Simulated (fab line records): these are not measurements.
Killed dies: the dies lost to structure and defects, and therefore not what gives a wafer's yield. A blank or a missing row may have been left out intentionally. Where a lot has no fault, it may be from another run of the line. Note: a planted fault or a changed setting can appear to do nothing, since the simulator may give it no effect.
Code-filled problem report in 8D (eight disciplines) form	flow n5 finfet	the parts of the form that need people (team, actions taken, sign-off) are left out

== 1. THE ISSUE ==
Mean M4_ILD_THK at N5_BEOL_M4_THK_MEAS_01: 112.3 nm over 3 wafers in 2 lots; fault-free wafers: 79.2 nm, standard deviation 0.88. Relative to the usual mean, that is a shift of +38 standard deviations.
The first sign was on wafer L197.1 at day 8 23:01, on film metro-01. The record holds 27 wafers of 9 lots with a number at this step. Rule for "out" (also "out of limits"): further than 4 standard deviations from the usual mean. The rest of the wafers with a number are treated as sound.

== 2. WHAT THIS IS AND IS NOT ==
question	is	is not
which readings at this step	M4_ILD_THK	-
which lots	L197, L198	L192, L194, L195, L199, L207, L212, L213
which wafers of those lots	L197.1, L197.4, L198.6	L197.3, L198.1, L198.2
read on which gauges	film metro-01	film metro-02
when	from day 8 23:01	up to then (10 sound wafers); but 14 sound wafers of L198, L199, L207, L212, L213 came after

== 3. THE SUSPECTS, EACH WITH WHAT RULES IT OUT ==
Counting: any tool at a process step up to the reading remains a suspect provided it ran every lot that is out. Sound lots after the first of them don't rule it out here, since some wafers of a struck lot are sound.
- the gauge at N5_BEOL_M4_THK_MEAS_01: ruled out. All the wafers that are out were read on film metro-01, but those of them that N5_PASSIVATION_PROBE_49 has rows for are out there too, on other tools.
- rtp anneal-01 at N5_BEOL_M3_ANNEAL_51 (time 90 s): kept. Every lot that is out went through it, the first being L197 (day 8 22:01); the last sound lot it ran before that was L192 (day 7 18:08).
- pecvd-01 at N5_BEOL_M4_ILD_DEP_00 (deposits SiOC from DEMS/O2, target thk 79 nm, time 15.3 s): kept. Every lot that is out went through it, the first being L197 (day 8 22:56); the last sound lot it ran before that was L195 (day 8 10:40).
- pecvd-01, N5_BEOL_M4_ILD_DEP_00: wafers that are out in chamber 0, sound lot-mates in chambers 1, 2.
Left after counting: rtp anneal-01 at N5_BEOL_M3_ANNEAL_51, pecvd-01 at N5_BEOL_M4_ILD_DEP_00.

== 4. THE CAUSE (what the simulator had put in) ==
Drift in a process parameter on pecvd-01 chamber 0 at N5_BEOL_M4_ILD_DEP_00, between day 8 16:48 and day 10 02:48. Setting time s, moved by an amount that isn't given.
This tool is one of the 2 suspects left after counting.

== 5. SEQUENCE OF EFFECTS, ordered by route ==
Rows list readings where the struck wafers' mean (over those with a number) sits beyond 3 standard deviations from the usual. Readings are gone through only where the record gives a usual standard deviation; hours: the median, over the lots, of the time from a lot's start at the first step in this table giving one to that lot's start at this step; sigmas: the change measured in usual standard deviations.
hours	step	reading	usual	on struck wafers	change	sigmas
0	N5_BEOL_M4_THK_MEAS_01	M4_ILD_THK	79.2 nm	112.3	+33.1	+38
119	N5_PASSIVATION_PROBE_49	defect limited yield	91.4 %	0.0	-91.4	-57
119	N5_PASSIVATION_PROBE_49	killed_at_M4_up	13	1073	+1060	+99 or more
119	N5_PASSIVATION_PROBE_49	killed dies	102	1180	+1078	+57
119	N5_PASSIVATION_PROBE_49	killed on rim	13	152	+139	+32
119	N5_PASSIVATION_PROBE_49	sort_bin_5_function	5.1 %	96.0	+90.9	+83
119	N5_PASSIVATION_PROBE_49	sort n pass	1078	0	-1078	-57
119	N5_PASSIVATION_PROBE_49	sort yield pct	91.4 %	0.0	-91.4	-57
Process steps it contains:
- N5_PASSIVATION_PROBE_49

== 6. WHAT WOULD HAVE CAUGHT IT SOONER ==
In this record the first reading out of limits at a measuring or inspecting step was taken at day 8 23:01, 6 hours after the fault began at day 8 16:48.
Of the tool readings at N5_BEOL_M4_ILD_DEP_00 for which the record gives a usual standard deviation, none was out on any struck wafer, so an alarm limit of 4 standard deviations on them would not have fired.
Of the lots that are out (2), L198 began N5_BEOL_M4_ILD_DEP_00 on pecvd-01 after day 8 23:01. Holding the tool at that time would have saved it.
